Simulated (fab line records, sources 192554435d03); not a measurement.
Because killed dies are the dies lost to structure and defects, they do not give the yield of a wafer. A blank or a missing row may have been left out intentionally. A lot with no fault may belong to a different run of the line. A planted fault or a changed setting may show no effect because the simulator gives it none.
fab line records	flow n5-finfet
[record] lots = 11	wafers = 30	last-day = 19
route steps=1938 shown SPACER0@260 BEOL_M4@1085 PASSIVATION@1936
lots that met no fault: taken from a fault-free run of the same line
start-h: start of the lot's first displayed wafer, in hours after the record's first day	wait-h: how many hours have passed since the lot's step before this one	" the same as in the row above	L1.1+2: one row covering several wafers at once	- no value, or no start was given	* or withheld: withheld	< > ~ a bound
route shown NAME@n: names a module that has steps shown in the file, with the first one's number in the route	usual: mean/standard deviation taken from wafers without a fault	same: alike in all rows	chamber/n: place in a boat	sites: the reading at each site	_std_site: how widely they spread, as a standard deviation	_edge_site: mean of outer sites minus mean of inner sites	radius-mm: how far each site lies from the wafer's centre	mask NAME#n: copy n	behind: the last tool/chamber to shape the wafer	hold: what put the lot on hold/how long, in hours/how the hold closed	device: which transistor (n, p or np) failed to switch	end of line: at the end of the route, the tests of the same wafers	a step with no rows: only its recipe	killed: dies that structure and defects cost at the first sort, which is not the same as the wafer's yield	map: the dies of a wafer, with x for killed, . for not killed, _ for no die there
set.NAME: setting as actually run; set.NAME@STEP: the setting as run at that earlier step	model.NAME: the simulator's own value behind a step, which no gauge read
a sample of lots followed through the steps of the route, with each step as a table and each wafer as a row
services: the hour from which a tool's chamber was out of use, counted from the record's first day as start-h (under 0 if before that day), plus the number of hours and why
[[steps]]
[step N5_SPACER0_ALD_08]
[recipe] material = SiNx	target-thk-a = 20	temp-c = 400	ald-precursor-family = SiH2I2	ald-co-reactant = N2/H2-plasma	pressure-torr = 2
[usual] chamber-pressure-Torr = 2.000/0.0045	heater-power-w = 855/100
lot.wafer	tool	chamber	start-h	wait-h	chamber-pressure-Torr	heater-power-w
L148.2	ald-sin-02	1	50.21	0.1	1.997	745
L148.3	"	0	"	"	2.002	866
L148.5	"	3	"	"	1.997	778
L149.1	ald-sin-03	0	55.27	0.1	2.002	940
L149.2	"	2	"	"	2.008	881
L149.6	"	1	"	"	2.001	748
L150.3	ald-sin-04	0	62.25	0.1	2.001	869
L150.6	"	3	"	"	2.000	927
L152.3	ald-sin-04	2	72.12	0.1	2.004	817
L152.5	"	1	"	"	2.001	827
L157.1	ald-sin-02	1	103.25	0.1	2.003	759
L157.4	"	0	"	"	2.000	858
L157.5	"	1	"	"	2.005	767
L163.1	ald-sin-03	1	140.15	0.1	1.995	772
L163.3	"	2	"	"	2.003	871
L163.4	"	3	"	"	2.003	804
L164.4	ald-sin-03	3	145.39	0.1	1.996	789
L164.5	"	1	"	"	2.007	767
L164.6	"	0	"	"	1.996	922
L165.2	ald-sin-02	0	148.92	0.1	1.991	874
L165.4	"	1	"	"	2.005	754
L166.4	ald-sin-04	0	156.75	0.1	1.997	894
L166.5	"	0	"	"	2.000	894
L166.6	"	3	"	"	2.007	913
L167.2	ald-sin-04	0	162.01	0.1	2.005	861
L167.3	"	1	"	"	1.993	851
L167.5	"	1	"	"	1.995	848
L170.1	ald-sin-02	1	179.38	0.1	2.004	786
L170.5	"	0	"	"	2.001	867
L170.6	"	1	"	"	2.002	774
[step N5_BEOL_M4_ANNEAL_49]
[recipe] temp-c = 400	time-s = 240	ambient = vacuum
[usual] heater-power-w = 815/69
lot.wafer	tool	chamber	start-h	wait-h	heater-power-w
L149.1	pvd-sputter-01	-	182.56	0.0	747
L149.2	"	-	"	"	813
L149.6	"	-	"	"	822
L148.2	pvd-sputter-03	-	182.89	0.0	863
L148.3	"	-	"	"	888
L148.5	"	-	"	"	747
L152.3	pvd-sputter-03	-	189.25	0.0	897
L152.5	"	-	"	"	873
L150.3	pvd-sputter-01	-	201.15	0.0	814
L150.6	"	-	"	"	821
L157.1	pvd-sputter-01	-	247.07	0.0	701
L157.4	"	-	"	"	774
L157.5	"	-	"	"	752
L163.1	pvd-sputter-01	-	291.81	0.0	757
L163.3	"	-	"	"	873
L163.4	"	-	"	"	820
L167.2	pvd-sputter-02	-	295.16	0.0	914
L167.3	"	-	"	"	782
L167.5	"	-	"	"	921
L164.4	pvd-sputter-03	-	295.52	0.0	882
L164.5	"	-	"	"	781
L164.6	"	-	"	"	876
L165.2	pvd-sputter-02	-	297.04	0.0	898
L165.4	"	-	"	"	783
L166.4	pvd-sputter-02	-	304.32	0.0	929
L166.5	"	-	"	"	789
L166.6	"	-	"	"	766
L170.1	pvd-sputter-01	-	330.98	0.0	700
L170.5	"	-	"	"	865
L170.6	"	-	"	"	686
[step N5_BEOL_M4_ANNEAL_95]
[recipe] temp-c = 400	time-s = 240	ambient = vacuum
[usual] heater-power-w = 814/71
lot.wafer	tool	chamber	start-h	wait-h	heater-power-w
L149.1	pvd-sputter-01	-	184.10	0.0	747
L149.2	"	-	"	"	817
L149.6	"	-	"	"	849
L148.2	pvd-sputter-03	-	184.43	0.0	892
L148.3	"	-	"	"	882
L148.5	"	-	"	"	720
L152.3	pvd-sputter-03	-	190.79	0.0	883
L152.5	"	-	"	"	885
L150.3	pvd-sputter-01	-	202.69	0.0	834
L150.6	"	-	"	"	829
L157.1	pvd-sputter-01	-	248.61	0.0	701
L157.4	"	-	"	"	776
L157.5	"	-	"	"	768
L163.1	pvd-sputter-01	-	293.35	0.0	765
L163.3	"	-	"	"	884
L163.4	"	-	"	"	815
L167.2	pvd-sputter-02	-	296.70	0.0	884
L167.3	"	-	"	"	770
L167.5	"	-	"	"	923
L164.4	pvd-sputter-03	-	297.06	0.0	878
L164.5	"	-	"	"	779
L164.6	"	-	"	"	878
L165.2	pvd-sputter-02	-	298.58	0.0	911
L165.4	"	-	"	"	788
L166.4	pvd-sputter-02	-	305.86	0.0	943
L166.5	"	-	"	"	770
L166.6	"	-	"	"	773
L170.1	pvd-sputter-01	-	332.52	0.0	695
L170.5	"	-	"	"	856
L170.6	"	-	"	"	674
[step N5_BEOL_M4_THK_MEAS_53]
[recipe] thk-meas-gauge = xrf	reads = Cu_of_BEOL_M4_ECD_50
[usual] M4_THK = 41.4/1.8
lot.wafer	tool	chamber	start-h	wait-h	M4_THK[nm]
L149.1	film-metro-01	-	185.03	-	43.0
L149.2	"	-	"	"	41.4
L149.6	"	-	"	"	39.2
L148.2	film-metro-02	-	185.37	-	42.4
L148.3	"	-	"	"	42.5
L148.5	"	-	"	"	40.2
L152.3	film-metro-01	-	192.40	-	44.5
L152.5	"	-	"	"	43.9
L150.3	film-metro-01	-	203.89	-	44.1
L150.6	"	-	"	"	40.0
L157.1	film-metro-02	-	249.54	-	43.8
L157.4	"	-	"	"	42.0
L157.5	"	-	"	"	42.1
L163.1	film-metro-01	-	294.27	-	37.4
L163.3	"	-	"	"	39.3
L163.4	"	-	"	"	43.4
L167.2	film-metro-02	-	297.63	-	42.9
L167.3	"	-	"	"	42.7
L167.5	"	-	"	"	43.9
L164.4	film-metro-02	-	297.99	-	40.0
L164.5	"	-	"	"	41.5
L164.6	"	-	"	"	41.8
L165.2	film-metro-02	-	299.53	0.2	41.4
L165.4	"	-	"	"	39.7
L166.4	film-metro-01	-	306.79	-	43.2
L166.5	"	-	"	"	44.3
L166.6	"	-	"	"	43.7
L170.1	film-metro-02	-	333.49	-	41.9
L170.5	"	-	"	"	41.8
L170.6	"	-	"	"	40.7
[step N5_BEOL_M4_RC_MEAS_101]
[usual] DIBL_N = 36.5/1.9	DIBL_P = 36.4/2.2	IOFF_N = 0.17/0.034	IOFF_P = 0.21/0.036	ION_N = 678/12	ION_P = 462/7.1	REXT_N = 74.9/1.9	REXT_P = 99.3/2.3	SS_N = 71.7/0.61	SS_P = 73.4/0.71	VT_N = 249/3.5	VT_P = -251/3	VT_P_LVT = -98.7/2.8
lot.wafer	tool	chamber	start-h	wait-h	DIBL_N[mV/V]	DIBL_P[mV/V]	IOFF_N[nA/um]	IOFF_P[nA/um]	ION_N[uA/um]	ION_P[uA/um]	REXT_N[ohm.um]	REXT_P[ohm.um]	SS_N[mV/dec]	SS_P[mV/dec]	VT_N[mV]	VT_P[mV]	VT_P_LVT[mV]
L149.1	prober-02	0	185.35	0.0	37.6	37.9	0.16	0.23	671	455	74.7	101.0	71.6	73.9	248	-250	-96.6
L149.2	"	0	"	"	40.3	40.5	0.23	0.27	691	471	74.8	102.2	71.8	75.4	243	-247	-92.9
L149.6	"	0	"	"	36.1	35.1	0.15	0.18	666	453	74.2	102.2	70.9	73.0	251	-253	-99.0
L148.2	prober-01	0	185.84	0.2	37.7	37.9	0.21	0.25	689	467	74.9	101.6	72.5	74.7	244	-249	-95.1
L148.3	"	0	"	"	36.6	37.3	0.18	0.23	679	465	74.2	100.8	71.9	74.8	248	-250	-95.2
L148.5	"	0	"	"	37.5	37.5	0.19	0.23	683	461	73.9	101.4	72.7	73.5	246	-251	-96.8
L152.3	prober-01	0	193.03	0.3	34.2	34.7	0.15	0.20	675	464	77.6	99.7	70.5	72.9	249	-249	-94.0
L152.5	"	0	"	"	34.4	34.6	0.15	0.20	676	471	77.6	99.0	70.9	73.6	250	-248	-93.5
L150.3	prober-02	0	204.51	0.3	39.2	39.0	0.22	0.23	689	462	74.8	100.5	72.0	74.0	246	-252	-98.4
L150.6	"	0	"	"	39.5	38.4	0.22	0.24	677	464	74.5	99.8	72.4	73.7	245	-252	-96.3
L157.1	prober-01	0	249.88	0.0	38.7	38.9	0.20	0.23	692	470	75.9	98.2	72.4	74.4	244	-250	-97.5
L157.4	"	0	"	"	37.5	38.0	0.18	0.21	691	467	75.3	98.2	72.1	73.2	249	-252	-99.2
L157.5	"	0	"	"	36.0	35.6	0.14	0.17	664	457	75.4	98.9	71.6	73.2	254	-256	-101.8
L163.1	prober-02	0	294.59	0.0	30.5	31.4	0.08	0.12	638	438	83.3	107.1	70.4	72.0	261	-258	-108.8
L163.3	"	0	"	"	34.9	36.8	0.13	0.17	656	455	82.5	106.0	72.1	73.1	257	-256	-105.0
L163.4	"	0	"	"	34.3	34.0	0.11	0.15	661	453	75.7	99.2	70.8	72.9	255	-255	-103.7
L167.2	prober-01	0	298.12	0.2	36.8	38.1	0.18	0.22	676	468	76.7	95.8	71.6	73.6	248	-252	-98.9
L167.3	"	0	"	"	35.3	37.1	0.16	0.19	673	456	78.7	99.1	72.2	72.8	251	-254	-100.4
L167.5	"	0	"	"	35.3	37.4	0.17	0.20	689	470	76.4	96.9	72.2	72.9	249	-252	-100.0
L164.4	prober-02	0	298.76	0.5	36.8	35.1	0.16	0.19	683	464	75.8	97.1	71.6	73.5	249	-251	-98.8
L164.5	"	0	"	"	39.3	38.0	0.19	0.25	680	468	77.7	98.6	72.0	74.0	248	-248	-96.6
L164.6	"	0	"	"	32.7	30.8	0.10	0.12	645	433	82.6	109.0	71.2	72.7	257	-261	-107.8
L165.2	prober-01	0	299.99	0.2	36.4	37.1	0.16	0.21	674	459	74.3	99.5	71.1	73.2	250	-251	-98.2
L165.4	"	0	"	"	36.3	36.7	0.17	0.21	700	474	72.7	99.3	71.9	73.1	247	-251	-97.2
L166.4	prober-01	0	307.56	0.5	33.3	34.4	0.14	0.16	686	462	74.8	97.7	72.0	72.5	250	-254	-103.1
L166.5	"	0	"	"	33.8	34.5	0.12	0.16	662	455	76.1	97.3	71.7	73.3	254	-253	-102.9
L166.6	"	0	"	"	35.5	36.3	0.16	0.19	674	456	75.0	96.0	71.9	73.9	250	-253	-100.5
L170.1	prober-01	0	333.86	0.0	33.3	33.5	0.13	0.15	663	460	76.1	98.6	71.1	72.2	250	-253	-103.1
L170.5	"	0	"	"	37.5	38.2	0.19	0.21	677	459	74.9	97.0	72.0	73.9	248	-250	-100.2
L170.6	"	0	"	"	36.8	36.7	0.18	0.20	680	460	74.8	98.0	71.3	73.4	244	-252	-100.0
[step N5_PASSIVATION_PROBE_49]
[usual] defect-limited-yield = 91.0/1.5	killed_at_M0_to_M3 = 35/11	killed_at_M4_up = 13/5	killed-at-contacts = 12/5.9	killed-at-front-end = 42/13	killed-at-other = 3/3.2	killed-dies = 106/18	killed-on-rim = 14/4.2	killed-open = 69/13	killed-short = 35/8.9	sort_bin_5_function = 5.2/0.95	sort_bin_6_memory = 3.3/0.71	sort_bin_8_speed = 0.00/0.016	sort-n-pass = 1074/18	sort-yield-pct = 91.0/1.5
[same] gross-dies = 1180	killed-at-back-side = 0	sort_bin_4_leakage[%] = 0
lot.wafer	tool	chamber	start-h	wait-h	defect-limited-yield[%]	killed_at_M0_to_M3	killed_at_M4_up	killed-at-contacts	killed-at-front-end	killed-at-other	killed-dies	killed-on-rim	killed-open	killed-short	sort_bin_5_function[%]	sort_bin_6_memory[%]	sort_bin_8_speed[%]	sort-n-pass	sort-yield-pct[%]
L149.1	prober-01	-	291.25	0.0	88.6	41	15	6	64	8	134	19	70	60	6.9	3.8	0	1046	88.6
L149.2	prober-01	-	291.30	0.1	89.2	34	19	21	51	3	128	17	80	44	6.4	4.2	0	1052	89.2
L149.6	prober-01	-	291.50	0.3	89.2	42	12	12	49	12	127	12	73	51	6.0	4.0	0	1053	89.2
L148.2	prober-02	-	304.75	0.1	92.5	21	9	13	43	3	89	13	56	33	4.1	3.2	0	1091	92.5
L148.3	prober-02	-	304.80	0.1	91.5	35	6	17	41	1	100	14	75	25	5.5	2.5	0	1080	91.5
L148.5	prober-02	-	304.90	0.2	90.9	34	12	25	34	2	107	23	76	31	5.0	3.6	0	1073	90.9
L150.3	prober-02	-	307.89	0.1	91.9	31	8	15	40	1	95	15	61	31	4.4	3.1	0	1085	91.9
L150.6	prober-02	-	308.04	0.3	88.3	42	19	23	46	8	138	18	89	47	6.4	4.7	0	1042	88.3
L157.1	prober-02	-	363.27	0.0	90.4	49	14	6	32	12	113	20	65	47	5.3	3.5	0	1067	90.4
L157.4	prober-02	-	363.42	0.2	88.6	66	8	5	54	1	134	18	86	47	6.8	4.2	0	1046	88.6
L157.5	prober-02	-	363.47	0.2	92.5	43	17	6	21	2	89	8	53	33	4.3	3.2	0	1091	92.5
L163.1	prober-02	-	402.34	0.0	90.3	23	7	21	60	4	115	22	86	27	6.0	3.4	0.76	1056	89.5
L163.3	prober-02	-	402.44	0.1	92.3	30	9	8	35	9	91	15	52	31	4.3	2.6	0	1089	92.3
L163.4	prober-02	-	402.49	0.2	91.9	35	7	18	32	3	95	13	65	29	4.0	3.8	0	1085	91.9
L167.2	prober-02	-	409.66	0.1	88.6	56	13	14	51	1	135	19	79	52	6.2	4.7	0	1045	88.6
L167.3	prober-02	-	409.71	0.1	89.6	49	12	11	49	2	123	15	74	49	6.9	3.0	0	1057	89.6
L167.5	prober-02	-	409.81	0.2	88.3	52	14	14	57	1	138	21	85	48	6.4	4.8	0	1042	88.3
L165.2	prober-02	-	414.14	0.1	91.0	49	9	5	41	2	106	13	62	42	6.3	2.5	0	1074	91.0
L165.4	prober-02	-	414.24	0.2	90.5	53	16	9	33	1	112	19	82	30	5.4	4.0	0	1068	90.5
L164.4	prober-02	-	420.57	0.2	91.1	42	6	17	38	2	105	6	68	37	6.0	2.7	0	1075	91.1
L164.5	prober-02	-	420.62	0.2	91.3	52	9	11	30	1	103	23	71	32	5.3	3.1	0	1077	91.3
L164.6	prober-02	-	420.67	0.3	89.8	46	12	16	46	0	120	29	77	37	6.6	2.8	6.27	986	83.6
L166.4	prober-01	-	425.43	0.2	93.6	25	11	13	23	3	75	12	47	26	3.9	2.3	0	1105	93.6
L166.5	prober-01	-	425.48	0.2	91.0	49	13	7	32	5	106	12	71	34	6.3	2.6	0	1074	91.0
L166.6	prober-01	-	425.53	0.3	92.8	32	6	12	35	0	85	8	56	26	4.9	2.0	0	1095	92.8
// killed by level:class
L149.1 FIN_SAQP:geometric-particle:short=23 BEOL_M0_SAQP:geometric-particle:open=14 FIN_SAQP:geometric-particle:open=13 BEOL_M0_SAQP:geometric-particle:short=11 STI_FIN_REVEAL:geometric-particle:open=8 BEOL_M2:geometric-particle:open=6 BEOL_M4:geometric-particle:open=6 STARTING-WAFER:geometric-particle:short=5
L149.2 MOL_CONTACT_COAG:geometric-particle:open=14 FIN_SAQP:geometric-particle:short=12 STI_FIN_REVEAL:geometric-particle:open=10 BEOL_M4:geometric-particle:open=9 BEOL_M0_SAQP:geometric-particle:open=8 BEOL_M0_SAQP:geometric-particle:short=8 MOL_CONTACT_COAG:geometric-particle:short=7 FIN_SAQP:geometric-particle:open=5
L149.6 FIN_SAQP:geometric-particle:short=19 FIN_SAQP:geometric-particle:open=14 BEOL_M2:geometric-particle:open=14 MOL_CONTACT_COAG:geometric-particle:open=10 BEOL_M0_SAQP:geometric-particle:short=7 BEOL_M1:geometric-particle:open=6 STI_FIN_REVEAL:geometric-particle:open=5 BEOL_M4:geometric-particle:open=5
L148.2 FIN_SAQP:geometric-particle:short=13 STI_FIN_REVEAL:geometric-particle:open=12 MOL_CONTACT_COAG:geometric-particle:open=10 FIN_SAQP:geometric-particle:open=8 DUMMY_GATE:geometric-particle:open=6 BEOL_M2:geometric-particle:open=6 BEOL_M0_SAQP:geometric-particle:short=4 BEOL_M4:geometric-particle:open=4
L148.3 MOL_CONTACT_COAG:geometric-particle:open=15 STI_FIN_REVEAL:geometric-particle:open=14 BEOL_M0_SAQP:geometric-particle:open=8 BEOL_M1:geometric-particle:open=8 FIN_SAQP:geometric-particle:open=7 BEOL_M2:geometric-particle:open=5 STARTING-WAFER:geometric-particle:short=4 DUMMY_GATE:geometric-particle:open=4
L148.5 MOL_CONTACT_COAG:geometric-particle:open=17 STI_FIN_REVEAL:geometric-particle:open=13 BEOL_M3:geometric-particle:open=10 MOL_CONTACT_COAG:geometric-particle:short=8 FIN_SAQP:geometric-particle:short=7 BEOL_M4:geometric-particle:open=7 FIN_SAQP:geometric-particle:open=6 BEOL_M0_SAQP:geometric-particle:open=6
L150.3 MOL_CONTACT_COAG:geometric-particle:open=14 BEOL_M0_SAQP:geometric-particle:open=10 FIN_SAQP:geometric-particle:open=9 GATE_CUT:geometric-particle:short=6 BEOL_M2:geometric-particle:open=6 BEOL_M0_SAQP:geometric-particle:short=5 FIN_SAQP:geometric-particle:short=3 DUMMY_GATE:geometric-particle:open=3
L150.6 MOL_CONTACT_COAG:geometric-particle:open=17 FIN_SAQP:geometric-particle:open=15 BEOL_M0_SAQP:geometric-particle:short=13 FIN_SAQP:geometric-particle:short=8 BEOL_M2:geometric-particle:open=8 MOL_CONTACT_COAG:geometric-particle:short=6 DUMMY_GATE:geometric-particle:open=5 BEOL_M3:geometric-particle:open=5
L157.1 FIN_SAQP:geometric-particle:open=12 BEOL_M3:geometric-particle:open=11 BEOL_M0_SAQP:geometric-particle:short=9 FIN_SAQP:geometric-particle:short=7 BEOL_M2:geometric-particle:short=7 BEOL_M0_SAQP:geometric-particle:open=6 MIM_TOP_ETCH:geometric-particle:open=6 MOL_CONTACT_COAG:geometric-particle:open=5
L157.4 FIN_SAQP:geometric-particle:open=16 BEOL_M1:geometric-particle:open=13 STI_FIN_REVEAL:geometric-particle:open=11 BEOL_M0_SAQP:geometric-particle:short=11 BEOL_M0_SAQP:geometric-particle:open=10 FIN_SAQP:geometric-particle:short=8 BEOL_M3:geometric-particle:open=7 BEOL_M2:geometric-particle:open=6
L157.5 BEOL_M1:geometric-particle:open=9 BEOL_M0_SAQP:geometric-particle:short=8 BEOL_M3:geometric-particle:open=6 MOL_CONTACT_COAG:geometric-particle:open=5 BEOL_M1:geometric-particle:short=5 BEOL_M3:geometric-particle:short=5 STI_FIN_REVEAL:geometric-particle:open=4 BEOL_M0_SAQP:geometric-particle:open=4
L163.1 FIN_SAQP:geometric-particle:open=19 MOL_CONTACT_COAG:geometric-particle:open=19 FIN_SAQP:geometric-particle:short=11 DUMMY_GATE:geometric-particle:open=10 STI_FIN_REVEAL:geometric-particle:open=7 BEOL_M0_SAQP:geometric-particle:open=7 BEOL_M2:geometric-particle:open=6 GATE_CUT:geometric-particle:open=4
L163.3 BEOL_M3:geometric-particle:open=10 FIN_SAQP:geometric-particle:open=9 FIN_SAQP:geometric-particle:short=7 BEOL_M1:geometric-particle:open=6 MOL_CONTACT_COAG:geometric-particle:open=5 BEOL_M0_SAQP:geometric-particle:short=4 STARTING-WAFER:geometric-particle:short=4 HKMG_FIN:area-etch=4
L163.4 MOL_CONTACT_COAG:geometric-particle:open=13 STI_FIN_REVEAL:geometric-particle:open=7 DUMMY_GATE:geometric-particle:open=7 BEOL_M3:geometric-particle:open=7 BEOL_M2:geometric-particle:open=7 FIN_SAQP:geometric-particle:short=5 MOL_CONTACT_COAG:geometric-particle:short=5 BEOL_M0_SAQP:geometric-particle:open=5
L167.2 BEOL_M0_SAQP:geometric-particle:short=19 STI_FIN_REVEAL:geometric-particle:open=14 BEOL_M0_SAQP:geometric-particle:open=14 MOL_CONTACT_COAG:geometric-particle:open=11 FIN_SAQP:geometric-particle:short=10 BEOL_M1:geometric-particle:open=6 FIN_SAQP:geometric-particle:open=5 BEOL_M1:geometric-particle:short=5
L167.3 FIN_SAQP:geometric-particle:open=16 BEOL_M0_SAQP:geometric-particle:short=15 FIN_SAQP:geometric-particle:short=11 MOL_CONTACT_COAG:geometric-particle:open=9 BEOL_M0_SAQP:geometric-particle:open=8 BEOL_M2:geometric-particle:short=8 BEOL_M2:geometric-particle:open=6 BEOL_M1:geometric-particle:open=6
L167.5 BEOL_M0_SAQP:geometric-particle:open=16 STI_FIN_REVEAL:geometric-particle:open=14 FIN_SAQP:geometric-particle:short=12 MOL_CONTACT_COAG:geometric-particle:open=10 FIN_SAQP:geometric-particle:open=8 BEOL_M0_SAQP:geometric-particle:short=8 BEOL_M4:geometric-particle:open=7 BEOL_M2:geometric-particle:open=6
L165.2 FIN_SAQP:geometric-particle:open=13 BEOL_M0_SAQP:geometric-particle:short=10 FIN_SAQP:geometric-particle:short=7 BEOL_M0_SAQP:geometric-particle:open=7 BEOL_M3:geometric-particle:short=7 BEOL_M3:geometric-particle:open=6 BEOL_M1:geometric-particle:open=5 BEOL_M2:geometric-particle:open=5
L165.4 BEOL_M1:geometric-particle:open=12 BEOL_M0_SAQP:geometric-particle:open=12 BEOL_M3:geometric-particle:open=12 FIN_SAQP:geometric-particle:open=9 STI_FIN_REVEAL:geometric-particle:open=7 MOL_CONTACT_COAG:geometric-particle:open=7 BEOL_M4:geometric-particle:open=7 BEOL_M1:geometric-particle:short=6
L164.4 MOL_CONTACT_COAG:geometric-particle:open=14 FIN_SAQP:geometric-particle:open=13 BEOL_M0_SAQP:geometric-particle:open=11 BEOL_M1:geometric-particle:open=10 FIN_SAQP:geometric-particle:short=8 BEOL_M0_SAQP:geometric-particle:short=7 DUMMY_GATE:geometric-particle:open=6 BEOL_M1:geometric-particle:short=5
L164.5 BEOL_M0_SAQP:geometric-particle:open=18 BEOL_M0_SAQP:geometric-particle:short=11 BEOL_M3:geometric-particle:open=10 MOL_CONTACT_COAG:geometric-particle:open=9 FIN_SAQP:geometric-particle:open=8 FIN_SAQP:geometric-particle:short=4 STI_FIN_REVEAL:geometric-particle:open=4 BEOL_M1:geometric-particle:short=4
L164.6 FIN_SAQP:geometric-particle:open=17 FIN_SAQP:geometric-particle:short=13 MOL_CONTACT_COAG:geometric-particle:open=12 BEOL_M3:geometric-particle:open=12 BEOL_M0_SAQP:geometric-particle:short=7 BEOL_M0_SAQP:geometric-particle:open=6 BEOL_M1:geometric-particle:open=6 BEOL_M2:geometric-particle:open=5
L166.4 MOL_CONTACT_COAG:geometric-particle:open=10 BEOL_M4:geometric-particle:open=7 BEOL_M0_SAQP:geometric-particle:open=6 BEOL_M3:geometric-particle:open=5 BEOL_M1:geometric-particle:open=4 FIN_SAQP:geometric-particle:short=3 DUMMY_GATE:geometric-particle:open=3 SPACER0:geometric-particle:short=3
L166.5 BEOL_M3:geometric-particle:open=15 BEOL_M2:geometric-particle:open=13 FIN_SAQP:geometric-particle:short=6 FIN_SAQP:geometric-particle:open=6 GATE_CUT:geometric-particle:open=5 MOL_CONTACT_COAG:geometric-particle:open=5 BEOL_M0_SAQP:geometric-particle:short=5 ILD0:geometric-particle:short=4
L166.6 BEOL_M2:geometric-particle:open=9 FIN_SAQP:geometric-particle:short=7 MOL_CONTACT_COAG:geometric-particle:open=7 BEOL_M0_SAQP:geometric-particle:open=7 FIN_SAQP:geometric-particle:open=5 BEOL_M3:geometric-particle:open=5 STARTING-WAFER:geometric-particle:open=4 GATE_CUT:geometric-particle:open=3
[[services]]
tool	chamber	start-h	hours	kind
ald-sin-02	-	39.23	0.5	repair
ald-sin-02	2	43.06	14.4	repair
ald-sin-02	1	52.87	3.3	repair
ald-sin-03	0	57.68	10.2	repair
ald-sin-03	-	62.48	2.8	pm
ald-sin-03	3	65.90	8.0	repair
pvd-sputter-02	-	66.26	4.4	repair
ald-sin-02	2	77.09	7.8	repair
pvd-sputter-02	-	111.05	11.4	repair
pvd-sputter-01	-	117.23	4.4	repair
pvd-sputter-01	-	123.44	20.3	repair
pvd-sputter-02	-	125.09	1.1	repair
ald-sin-04	2	141.35	11.1	repair
ald-sin-03	1	147.19	7.9	repair
pvd-sputter-03	-	157.03	5.4	repair
ald-sin-02	1	169.32	4.6	repair
ald-sin-04	1	174.65	10.0	repair
ald-sin-04	-	177.95	14.0	pm
ald-sin-03	3	222.60	5.0	repair
pvd-sputter-02	-	229.10	4.9	repair
ald-sin-03	-	252.95	0.7	repair
ald-sin-04	1	260.43	3.0	repair
pvd-sputter-01	-	264.67	2.1	repair
ald-sin-02	-	268.25	14.0	pm
[[key]]
[first-sign] step = N5_BEOL_M4_RC_MEAS_101	reading = REXT_N	direction = up	sigmas = 4.2	usual = 74.9	struck = 82.8
[effect] step = N5_BEOL_M4_RC_MEAS_101	reading = REXT_P	direction = up	sigmas = 3.4	usual = 99.3	struck = 107.4
[effect] step = N5_BEOL_M4_RC_MEAS_101	reading = VT_P_LVT	direction = down	sigmas = 3	usual = -98.7	struck = -107.2
[effect] step = N5_BEOL_M4_RC_MEAS_101	reading = ION_P	direction = down	sigmas = 2.8	usual = 462	struck = 442
[effect] step = N5_BEOL_M4_RC_MEAS_101	reading = ION_N	direction = down	sigmas = 2.6	usual = 678	struck = 647
[effect] step = N5_BEOL_M4_RC_MEAS_101	reading = VT_P	direction = down	sigmas = 2.5	usual = -251	struck = -259
[effect] step = N5_BEOL_M4_RC_MEAS_101	reading = IOFF_P	direction = down	sigmas = 2	usual = 0.21	struck = 0.13
[effect] step = N5_BEOL_M4_RC_MEAS_101	reading = DIBL_N	direction = down	sigmas = 2	usual = 36.5	struck = 32.7
[effect] step = N5_PASSIVATION_PROBE_49	reading = sort_bin_8_speed	direction = up	sigmas = 28	usual = 0.00	struck = 2.34	wafers-moved = 2
met-at N5_SPACER0_ALD_08
struck-lots L163,L164
struck-wafers L163.1,L163.3,L164.6
not-acting-at N5_BEOL_M4_ANNEAL_49,N5_BEOL_M4_ANNEAL_95,N5_BEOL_M4_THK_MEAS_53
onset-between 55.27 140.15
[fault] kind = process-parameter-drift	tool = ald-sin-03	chamber = -	onset-h = 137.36	steps = N5_SPACER0_ALD_08	channel = target-thk-a	offset = *	shape = step	end-h = 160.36	scope = struck-wafers-only	acts-in = *	stated = *
